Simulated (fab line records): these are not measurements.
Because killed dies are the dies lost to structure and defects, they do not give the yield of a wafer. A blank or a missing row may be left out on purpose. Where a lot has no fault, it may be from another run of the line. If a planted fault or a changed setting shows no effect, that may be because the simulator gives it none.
fab line records | flow n5Finfet | part 2 of 2: steps 4 to 6 of 6
record lots=24 wafers=72 lastDay=19
route steps=1938 shown BEOL_M11@1590 BEOL_M13@1693 BEOL_M14@1728
lots untouched by any fault: they come from a run of this same line in which no faults occurred
startH: the number of hours between the record's first day and the start of the first shown wafer of the lot | waitH: time in hours since the lot's previous step | " unchanged from the row above | L1.1+2: one row covering several wafers at once | - no value present, or no start provided | * or withheld: withheld | < > ~ a bound
route shown NAME@n: a module of which the file shows steps, and the number in the route of the first | usual: the fault-free wafers' mean and standard deviation | same: alike in all rows | chamber/n: place in a boat | sites: each site's reading | _std_site: standard deviation of those values | _edge_site: the outer-site mean with the inner-site mean subtracted | radiusMm: how far each site lies from the wafer's centre | mask NAME#n: copy n | behind: tool/chamber where the wafer was last shaped | hold: cause of the lot's hold/its duration in hours/its outcome | device: the transistor (n, p or np) that didn't switch | end of line: the tests these same wafers got at the end of their route | a step given without rows: its recipe and nothing more | killed: at the first sort, the dies lost to defects and structure; wafer yield is something else | map: shows each die of a wafer: x if killed, . if not, _ if none is there
set.NAME: the setting the step ran with; set.NAME@STEP: the setting that earlier step ran with | model.NAME: the simulator's own value behind a step, which no gauge read
the route's steps for a sample of lots (tables are steps, rows are wafers)
services: a tool's chamber out of use, with start hour (startH, from the record's first day; less than 0 if before it), hours out, and reason
## steps
# step N5_BEOL_M13_ETCH_38
# recipe chemistry=CF4/N2 target=SiCN targetDepthA=675 taperDeg=2 timeS=71.9 ionEnergyEv=150 maskMaterial=SiO2 pressureMtorr=40 sourceW=430 biasW=70 Ar_flow_sccm=100 cf4FlowSccm=60 n2FlowSccm=60
# usual drypumpMotorCurrentA=6.0/0.49 n2FlowSccm=60.00/0.18 oesProductAu=0.78/0.099 rfFwdPowerW=427.9/1.3 rfVppV=382.0/1.7 showerheadPlenumPTorr=2.19/0.06 throttleValvePct=15.42/0.27
# columns lot.wafer tool chamber startH waitH drypumpMotorCurrentA n2FlowSccm oesProductAu rfFwdPowerW rfHoursCounterH rfVppV showerheadPlenumPTorr throttleValvePct
L074.1 rieDiel-05 2 241.64 - 6.7 60.34 0.69 428.9 248 381.0 2.19 15.57
L074.2 " 3 " " 5.2 60.07 0.72 428.9 213 380.8 2.20 15.58
L074.6 " 0 " " 6.0 60.22 0.90 426.4 - 383.5 2.25 15.01
L077.2 rieDiel-05 1 263.08 - 5.7 59.77 0.68 427.5 228 379.0 2.10 15.81
L077.3 " 0 " " 5.9 59.76 0.88 427.9 31 383.8 2.25 15.00
L077.5 " 3 " " 5.2 60.13 0.72 429.6 - 382.0 2.19 15.60
L075.2 rieDiel-02 0 271.61 - 6.6 59.98 0.72 427.5 176 382.1 2.19 15.72
L075.3 " 2 " " 5.8 59.83 0.69 425.9 242 381.6 2.17 15.66
L075.5 " 3 " " 6.5 60.00 0.75 428.1 - 380.4 2.11 15.58
L079.1 rieDiel-02 1 277.70 - 5.7 60.08 0.68 425.5 201 383.6 2.28 15.54
L079.3 " 0 " " 6.5 59.67 0.73 425.5 176 381.5 2.19 15.71
L079.4 " 2 " " 5.9 59.96 0.69 427.8 243 381.7 2.17 15.65
L078.3 rieDiel-02 3 278.51 - 6.5 59.94 0.75 428.3 139 378.2 2.11 15.60
L078.4 " 0 " " 6.5 60.23 0.73 428.8 177 382.4 2.19 15.72
L078.6 " 2 " " 5.8 59.87 0.69 426.8 - 382.0 2.17 15.65
L076.3 rieDiel-02 0 281.93 - 6.5 60.24 0.71 427.5 178 381.9 2.19 15.71
L076.4 " 3 " " 6.6 60.07 0.75 425.6 141 379.2 2.11 15.57
L076.5 " 0 " " 6.5 60.26 0.72 428.6 - 382.8 2.19 15.73
L082.1 rieDiel-05 2 310.10 - 6.7 60.12 0.92 426.8 13 381.4 2.18 15.09
L082.2 " 1 " " 5.7 60.13 0.66 425.5 242 380.0 2.10 15.85
L082.4 " 0 " " 6.0 59.86 0.86 425.7 46 384.8 2.24 15.03
L081.4 rieDiel-02 3 310.31 - 6.5 59.89 0.75 428.6 - 378.6 2.11 15.60
L081.5 " 1 " " 5.7 59.67 0.67 428.9 - 384.2 2.27 15.55
L081.6 " 0 " " 6.4 60.27 0.71 426.4 - 382.5 2.19 15.75
L083.1 rieDiel-06 3 314.32 - 5.5 60.07 0.71 429.7 204 384.5 2.28 15.70
L083.4 " 0 " " 6.5 59.93 0.85 426.9 - 383.1 2.24 15.23
L083.5 " 3 " " 5.6 60.20 0.71 427.9 - 383.4 2.28 15.69
L080.3 rieDiel-06 1 318.93 - 5.8 60.17 0.71 429.5 181 379.3 2.11 15.28
L080.4 " 0 " " 6.5 60.25 0.84 430.2 71 382.7 2.24 15.23
L080.5 " 3 " " 5.6 60.34 0.71 430.5 - 383.2 2.28 15.69
L085.1 rieDiel-05 1 319.05 - 5.7 59.68 0.65 426.7 244 379.3 2.10 15.84
L085.2 " 0 " " 5.9 60.10 0.84 426.2 49 382.7 2.24 15.04
L085.6 " 3 " " 5.2 60.27 0.70 427.7 - 381.7 2.19 15.62
L084.4 rieDiel-06 0 319.76 - 6.5 59.82 0.85 428.2 71 382.2 2.24 15.24
L084.5 " 0 " " 6.5 59.75 0.85 427.9 - 382.1 2.24 15.25
L084.6 " 1 " " 5.8 60.18 0.72 427.8 - 379.0 2.11 15.28
L086.2 rieDiel-05 2 334.10 - 6.7 59.95 0.89 429.0 20 380.6 2.18 15.12
L086.3 " 3 " " 5.2 59.89 0.69 428.7 244 383.3 2.18 15.64
L086.4 " 0 " " 6.0 60.28 0.85 426.8 54 383.5 2.24 15.06
L090.1 rieDiel-02 2 339.56 - 5.9 60.28 0.98 426.0 5 381.0 2.17 15.21
L090.2 " 3 " " 6.6 60.21 0.74 425.9 159 379.3 2.10 15.63
L090.4 " 0 " " 6.5 59.98 0.70 427.1 197 382.6 2.19 15.76
L087.2 rieDiel-02 0 358.57 - 6.5 59.88 0.70 426.3 202 382.5 2.18 15.78
L087.3 " 1 " " 5.7 59.93 0.66 428.8 226 383.8 2.27 15.58
L087.4 " 2 " " 5.9 59.83 0.97 430.5 10 380.2 2.16 15.20
L088.1 rieDiel-05 2 359.12 - 6.8 59.85 0.88 426.2 27 379.2 2.18 15.14
L088.3 " 0 " " 6.0 59.66 0.85 426.0 61 381.9 2.24 15.06
L088.5 " 1 " " 5.7 60.00 0.66 426.6 - 378.5 2.09 15.86
L089.2 rieDiel-06 1 362.23 - 5.7 59.81 0.71 427.2 193 380.1 2.11 15.28
L089.4 " 3 " " 5.6 59.83 0.69 428.0 - 383.8 2.28 15.72
L089.5 " 0 " " 6.5 60.12 0.82 427.8 - 381.7 2.24 15.26
L091.2 rieDiel-05 0 362.79 - 6.0 59.97 0.84 427.2 62 384.7 2.24 15.08
L091.4 " 0 " " 6.0 59.73 0.84 426.8 - 385.4 2.24 15.08
L091.5 " 0 " " 6.0 59.81 0.84 426.2 - 383.3 2.24 15.09
L092.1 rieDiel-02 3 391.26 - 6.5 59.96 0.73 428.3 174 379.3 2.10 15.65
L092.2 " 2 " " 5.9 59.87 0.94 427.1 19 381.2 2.16 15.24
L092.3 " 0 " " 6.6 59.95 0.69 427.8 212 382.4 2.18 15.79
L094.2 rieDiel-05 2 403.30 - 6.7 60.05 0.87 428.6 32 382.1 2.17 15.14
L094.3 " 0 " " 5.9 60.09 0.82 426.4 80 384.2 2.23 15.10
L094.4 " 3 " " 5.2 60.26 0.94 426.9 - 381.9 2.18 15.20
L093.1 rieDiel-05 3 407.77 - 5.2 59.95 0.94 429.4 14 381.7 2.18 15.23
L093.2 " 2 " " 6.8 60.04 0.87 429.9 34 381.5 2.17 15.14
L093.4 " 0 " " 6.0 60.13 0.81 428.2 - 383.5 2.23 15.11
L097.2 rieDiel-05 0 417.52 - 5.9 60.15 0.80 426.6 87 382.8 2.23 15.13
L097.4 " 3 " " 5.2 59.96 0.92 428.8 - 382.2 2.18 15.21
L097.6 " 2 " " 6.8 60.09 0.88 428.1 - 380.8 2.17 15.14
L096.2 rieDiel-05 2 417.87 - 6.7 59.95 0.87 426.1 40 381.3 2.17 15.14
L096.3 " 3 " " 5.2 59.85 0.93 427.6 19 381.3 2.18 15.22
L096.5 " 0 " " 5.9 60.26 0.80 429.1 - 383.4 2.23 15.12
L095.3 rieDiel-02 3 420.99 - 6.5 59.77 0.72 428.6 183 381.6 2.09 15.68
L095.4 " 2 " " 5.8 60.28 0.94 428.9 27 380.6 2.16 15.24
L095.5 " 0 " " 6.5 60.04 0.69 427.4 - 381.9 2.18 15.81
# step N5_BEOL_M13_ANNEAL_48
# recipe tempC=225 timeS=90 ambient=N2
# usual annealTempCMax=226.2/0.45 wafer_temp_C_max=226.1/0.39
# columns lot.wafer tool chamber startH waitH annealTempCMax wafer_temp_C_max
L074.1 rtpAnneal-01 0 243.05 0.6 226.7 225.7
L074.2 " 0 " " 226.5 225.9
L074.6 " 0 " " 226.9 225.7
L077.2 rtpAnneal-02 0 264.04 0.2 226.0 226.0
L077.3 " 0 " " 225.8 225.9
L077.5 " 0 " " 225.8 226.3
L075.2 rtpAnneal-02 0 272.37 0.2 225.5 226.8
L075.3 " 0 " " 226.1 226.1
L075.5 " 0 " " 225.8 226.2
L079.1 rtpAnneal-01 0 278.54 0.1 226.7 225.6
L079.3 " 0 " " 227.0 225.8
L079.4 " 0 " " 226.4 226.2
L078.3 rtpAnneal-02 0 279.31 0.2 225.9 226.2
L078.4 " 0 " " 226.0 226.1
L078.6 " 0 " " 226.0 226.4
L076.3 rtpAnneal-02 0 282.78 0.2 225.9 226.6
L076.4 " 0 " " 225.9 226.6
L076.5 " 0 " " 226.0 226.3
L082.1 rtpAnneal-02 0 310.82 0.1 226.1 226.1
L082.2 " 0 " " 225.7 226.2
L082.4 " 0 " " 226.0 227.2
L081.4 rtpAnneal-02 0 313.11 0.3 226.0 226.6
L081.5 " 0 " " 226.4 226.9
L081.6 " 0 " " 225.8 226.1
L083.1 rtpAnneal-01 0 315.55 0.1 227.0 225.7
L083.4 " 0 " " 226.7 225.8
L083.5 " 0 " " 226.6 226.1
L080.3 rtpAnneal-02 0 320.06 0.3 226.3 226.2
L080.4 " 0 " " 226.2 226.2
L080.5 " 0 " " 226.2 226.7
L085.1 rtpAnneal-02 0 320.24 0.5 225.6 226.4
L085.2 " 0 " " 225.7 226.2
L085.6 " 0 " " 225.9 226.0
L084.4 rtpAnneal-01 0 322.43 0.2 227.8 225.7
L084.5 " 0 " " 226.9 225.6
L084.6 " 0 " " 226.6 225.4
L086.2 rtpAnneal-01 0 335.03 0.2 226.7 225.8
L086.3 " 0 " " 226.6 225.9
L086.4 " 0 " " 226.7 226.0
L090.1 rtpAnneal-02 0 340.96 0.4 225.9 226.1
L090.2 " 0 " " 226.0 226.4
L090.4 " 0 " " 226.1 227.0
L087.2 rtpAnneal-02 0 359.84 0.2 226.2 226.0
L087.3 " 0 " " 226.0 226.0
L087.4 " 0 " " 226.0 225.7
L088.1 rtpAnneal-02 0 360.19 0.2 226.2 226.1
L088.3 " 0 " " 226.3 226.1
L088.5 " 0 " " 225.8 226.2
L089.2 rtpAnneal-02 0 363.18 0.2 225.7 226.1
L089.4 " 0 " " 226.0 226.1
L089.5 " 0 " " 225.7 227.3
L091.2 rtpAnneal-02 0 363.93 0.2 225.9 226.9
L091.4 " 0 " " 225.7 226.7
L091.5 " 0 " " 226.0 225.9
L092.1 rtpAnneal-01 0 392.48 0.1 226.9 225.8
L092.2 " 0 " " 227.1 225.9
L092.3 " 0 " " 226.6 225.9
L094.2 rtpAnneal-02 0 404.47 0.3 225.8 226.4
L094.3 " 0 " " 226.1 226.3
L094.4 " 0 " " 225.9 226.2
L093.1 rtpAnneal-02 0 409.08 0.1 225.7 226.1
L093.2 " 0 " " 226.1 226.7
L093.4 " 0 " " 226.1 226.2
L097.2 rtpAnneal-01 0 418.85 0.5 226.3 225.8
L097.4 " 0 " " 227.4 225.6
L097.6 " 0 " " 226.9 225.9
L096.2 rtpAnneal-01 0 419.12 0.4 226.4 225.5
L096.3 " 0 " " 226.1 225.5
L096.5 " 0 " " 226.6 225.7
L095.3 rtpAnneal-01 0 422.09 0.2 226.8 226.2
L095.4 " 0 " " 226.6 226.4
L095.5 " 0 " " 227.0 225.9
# step N5_BEOL_M14_INSPECT_12
# recipe mode=adi inspectInstrument=macro
# usual rawDefectCount=2.2/1.5
# columns lot.wafer tool chamber startH waitH rawDefectCount
L074.1 defectInspect-02 - 244.52 0.0 3
L074.2 " - " " 0
L074.6 " - " " 3
L077.2 defectInspect-01 - 265.48 0.0 0
L077.3 " - " " 2
L077.5 " - " " 1
L075.2 defectInspect-01 - 273.66 0.0 3
L075.3 " - " " 3
L075.5 " - " " 5
L079.1 defectInspect-01 - 279.88 0.0 2
L079.3 " - " " 4
L079.4 " - " " 1
L078.3 defectInspect-02 - 280.68 0.0 1
L078.4 " - " " 2
L078.6 " - " " 1
L076.3 defectInspect-02 - 284.18 0.0 2
L076.4 " - " " 1
L076.5 " - " " 4
L082.1 defectInspect-01 - 312.15 0.0 2
L082.2 " - " " 2
L082.4 " - " " 0
L081.4 defectInspect-02 - 314.31 0.0 3
L081.5 " - " " 2
L081.6 " - " " 6
L083.1 defectInspect-02 - 317.15 0.0 2
L083.4 " - " " 1
L083.5 " - " " 3
L080.3 defectInspect-01 - 321.46 0.0 3
L080.4 " - " " 5
L080.5 " - " " 6
L085.1 defectInspect-01 - 321.70 0.0 1
L085.2 " - " " 1
L085.6 " - " " 2
L084.4 defectInspect-01 - 323.63 0.0 3
L084.5 " - " " 1
L084.6 " - " " 2
L086.2 defectInspect-01 - 336.48 0.0 1
L086.3 " - " " 1
L086.4 " - " " 0
L090.1 defectInspect-02 - 342.29 0.0 1
L090.2 " - " " 3
L090.4 " - " " 1
L087.2 defectInspect-01 - 361.13 0.0 1
L087.3 " - " " 2
L087.4 " - " " 2
L088.1 defectInspect-01 - 361.64 0.0 3
L088.3 " - " " 4
L088.5 " - " " 2
L089.2 defectInspect-02 - 364.59 0.0 2
L089.4 " - " " 3
L089.5 " - " " 1
L091.2 defectInspect-01 - 365.35 0.0 3
L091.4 " - " " 4
L091.5 " - " " 2
L092.1 defectInspect-02 - 393.96 0.0 3
L092.2 " - " " 1
L092.3 " - " " 4
L094.2 defectInspect-02 - 405.95 0.0 3
L094.3 " - " " 0
L094.4 " - " " 1
L093.1 defectInspect-02 - 410.54 0.0 3
L093.2 " - " " 0
L093.4 " - " " 6
L097.2 defectInspect-01 - 420.26 0.0 5
L097.4 " - " " 0
L097.6 " - " " 1
L096.2 defectInspect-01 - 420.55 0.0 3
L096.3 " - " " 2
L096.5 " - " " 3
L095.3 defectInspect-02 - 423.46 0.0 2
L095.4 " - " " 1
L095.5 " - " " 3
## services
# columns tool chamber startH hours kind
rieDiel-06 3 216.58 5.0 repair
aldMetal-01 - 220.67 1.1 repair
aldMetal-02 - 233.34 1.0 repair
rieDiel-06 1 240.99 8.6 repair
rtpAnneal-01 - 244.32 0.9 pm
rieDiel-05 2 250.56 - clean
rieDiel-05 2 250.56 - consumableReplace:focusRing
rieDiel-05 2 250.56 17.4 scheduledDown
rieDiel-05 2 250.56 17.4 ventCycle
aldMetal-02 - 268.63 1.1 repair
aldMetal-02 - 308.73 8.7 pm
aldMetal-04 - 318.09 1.4 repair
rieDiel-06 1 319.92 6.7 repair
aldMetal-02 - 325.33 2.8 pm
aldMetal-04 - 337.48 14.0 pm
rieDiel-06 3 357.07 4.4 repair
rieDiel-05 3 357.31 - clean
rieDiel-05 3 357.31 - consumableReplace:focusRing
rieDiel-05 3 357.31 14.6 scheduledDown
rieDiel-05 3 357.31 14.6 ventCycle
rieDiel-05 2 361.93 29.1 repair
aldMetal-02 - 399.54 0.2 repair
aldMetal-04 3 406.63 4.4 repair
aldMetal-01 - 420.61 6.0 pm
